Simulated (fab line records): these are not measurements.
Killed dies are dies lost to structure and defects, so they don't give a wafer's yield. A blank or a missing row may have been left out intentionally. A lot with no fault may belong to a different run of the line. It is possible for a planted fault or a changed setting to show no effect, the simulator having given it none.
Matching of chambers :: flow nandHarc :: rieDiel-07 running NHARC_A_STAIRCASE_DESCUM_291: 4 sister chambers
The step chemistry O2, time 3 s. 8 wafers are shown with their chamber, then 7 later ones without.

## WAFERS PAIRED WITH THEIR CHAMBERS
wafer: L081.2
chamber: 2
showerheadPlenumPTorr (Torr): 1.78
drypumpMotorCurrentA (A): 5.7

wafer: L081.5
chamber: 3
showerheadPlenumPTorr (Torr): 1.97
drypumpMotorCurrentA (A): 6.1

wafer: L082.6
chamber: 3
showerheadPlenumPTorr (Torr): 1.97
drypumpMotorCurrentA (A): 6.1

wafer: L087.2
chamber: 0
showerheadPlenumPTorr (Torr): 1.98
drypumpMotorCurrentA (A): 5.9

wafer: L087.4
chamber: 2
showerheadPlenumPTorr (Torr): 1.77
drypumpMotorCurrentA (A): 5.7

wafer: L087.5
chamber: 1
showerheadPlenumPTorr (Torr): 2.05
drypumpMotorCurrentA (A): 5.8

wafer: L089.1
chamber: 1
showerheadPlenumPTorr (Torr): 2.05
drypumpMotorCurrentA (A): 5.7

wafer: L089.3
chamber: 0
showerheadPlenumPTorr (Torr): 1.98
drypumpMotorCurrentA (A): 5.9

## WAFERS WITH NO CHAMBER GIVEN
wafer: L089.5
showerheadPlenumPTorr (Torr): 2.05
drypumpMotorCurrentA (A): 5.8

wafer: L090.1
showerheadPlenumPTorr (Torr): 1.77
drypumpMotorCurrentA (A): 5.7

wafer: L090.4
showerheadPlenumPTorr (Torr): 2.05
drypumpMotorCurrentA (A): 5.8

wafer: L090.5
showerheadPlenumPTorr (Torr): 1.77
drypumpMotorCurrentA (A): 5.7

wafer: L096.1
showerheadPlenumPTorr (Torr): 1.76
drypumpMotorCurrentA (A): 5.7

wafer: L096.5
showerheadPlenumPTorr (Torr): 1.76
drypumpMotorCurrentA (A): 5.7

wafer: L096.6
showerheadPlenumPTorr (Torr): 2.04
drypumpMotorCurrentA (A): 5.8

## WHICH CHAMBER EACH ONE RAN IN
wafer: L089.5
from the rows above: 1
in truth: 1

wafer: L090.1
from the rows above: 2
in truth: 2

wafer: L090.4
from the rows above: 1
in truth: 1

wafer: L090.5
from the rows above: 2
in truth: 2

wafer: L096.1
from the rows above: 2
in truth: 2

wafer: L096.5
from the rows above: 2
in truth: 2

wafer: L096.6
from the rows above: 1
in truth: 1
Correct placement for 7 of the 7. Not placeable from these rows: 0. Placed wrongly: 0.
How it was worked out, from the rows above alone: a wafer's distance from a chamber is the root of the sum, over the readings, of the square of ((its reading less the chamber's mean) divided by the reading's scatter). The wafer belongs to the nearest chamber; if the next one is less than 2 further off, it can't be placed. A chamber's mean is the mean of its shown wafers. The scatter: the root of (the sum of the squares of (reading less its chamber's mean) over the shown wafers, divided by (wafers less chambers)).
